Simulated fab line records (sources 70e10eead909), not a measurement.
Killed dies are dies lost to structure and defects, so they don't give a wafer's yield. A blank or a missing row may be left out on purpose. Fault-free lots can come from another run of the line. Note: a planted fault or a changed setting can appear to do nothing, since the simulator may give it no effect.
A struck lot beside a sound one	flow nand-harc	13 steps out of a route of 1159
Sound: wafers L943.1, L943.2, L943.4. Wafers struck: L946.2, L946.5, L946.6. The cause is given at the end.
Order at every step that has rows: each side's tool, ch and its chambers, its first start. Under that, the readings that differ: sound wafers	struck wafers	difference of the means	sigmas: that difference in standard deviations of wafers without a fault.
alike: a reading whose means differ by less than 2 such deviations, as well as words and numbers matching on both sides. not compared: withheld readings; readings where some wafer has no value; bounds like >300 that might hide an equal value; numbers whose values overlap and for which the record gives no deviation.
Wherever a step has rows on one side only, a row that says differs or no value, or a row with sigmas, the two part there. Non-overlapping numbers with no deviation appear without sigmas and do not part them. A reading that every wafer of one side lacks parts them only if that side has two wafers or more.

first, 1 step without rows for these wafers: NHARC_P_BONDPAD_DEGAS_25 (time 60 s).
NHARC_P_BONDPAD_PRE_CLEAN_26: time 30 s.
  sound on pvd-sputter-02; struck on pvd-sputter-03
  alike: heater-power-w
NHARC_P_BONDPAD_PVD_17: deposits TaN, target thk 5 nm, time 8.06 s.
  sound on pvd-sputter-02; struck on pvd-sputter-03
  alike: bias-v, cathode-dc-power-W, throttle-valve-pct
NHARC_P_BONDPAD_PVD_27: deposits Cu, target thk 30 nm, time 20.49 s.
  sound on pvd-sputter-02; struck on pvd-sputter-03
  alike: cathode-dc-power-W, throttle-valve-pct
then, 1 step without rows for these wafers: NHARC_P_BONDPAD_ECD_18 (material Cu, target thk 400 nm).
NHARC_P_BONDPAD_ANNEAL_28: time 90 s.
  sound on rtp-anneal-02 ch 0, day 9 17:34; struck on rtp-anneal-01 ch 0, day 10 07:25
  alike: wafer_temp_C_max
NHARC_P_BONDPAD_CMP_19: polishes, t overpolish 30 s, cu recess touch 16 s, target thk 160.81 nm.
  sound on cmp-01 ch 0,1,3, day 9 17:55; struck on cmp-04 ch 0,3, day 10 07:44
  alike: motor-current-A, overpolish-run-s
NHARC_P_BONDPAD_THK_MEAS_20: measures by xrf.
  sound: film-metro-01 at day 9 18:14; struck: film-metro-01 at day 10 08:02
  alike: thk-nm
then, 1 step without rows for these wafers: NHARC_P_BONDPAD_SRD_21 (time 30 s, dry time 20 s).
NHARC_P_BONDPAD_INSPECT_23:
  sound: defect-inspect-02 at day 9 18:26; struck: defect-inspect-02 at day 10 08:16
reading	sound	struck	difference	sigmas
raw-defect-count	442 583 553	226 282 241	-276	-3
NHARC_P_BONDPAD_ACTIVATE_29: chemistry N2, time 60 s.
  sound on rie-diel-02 ch 1,2, day 9 18:31; struck on rie-diel-06 ch 1,2,3, day 10 08:22
reading	sound	struck	difference	sigmas
run-length-s (s)	81.3 80.9 81.2	91.2 91.4 91.0	+10.1	+29
  alike: drypump-motor-current-A, oes-product-au, rf-vpp-V, showerhead-plenum-p-Torr
  not compared: rf-hours-counter-h
then, 2 steps without rows for these wafers: NHARC_P_BONDPAD_PRECLEAN_30 (cleans in DIW, time 300 s); NHARC_END_SORT_01.

## WHERE THEY PART
Earliest at NHARC_P_BONDPAD_INSPECT_23; latest, in this record, at NHARC_P_BONDPAD_ACTIVATE_29.

WHY: what the simulator had put in
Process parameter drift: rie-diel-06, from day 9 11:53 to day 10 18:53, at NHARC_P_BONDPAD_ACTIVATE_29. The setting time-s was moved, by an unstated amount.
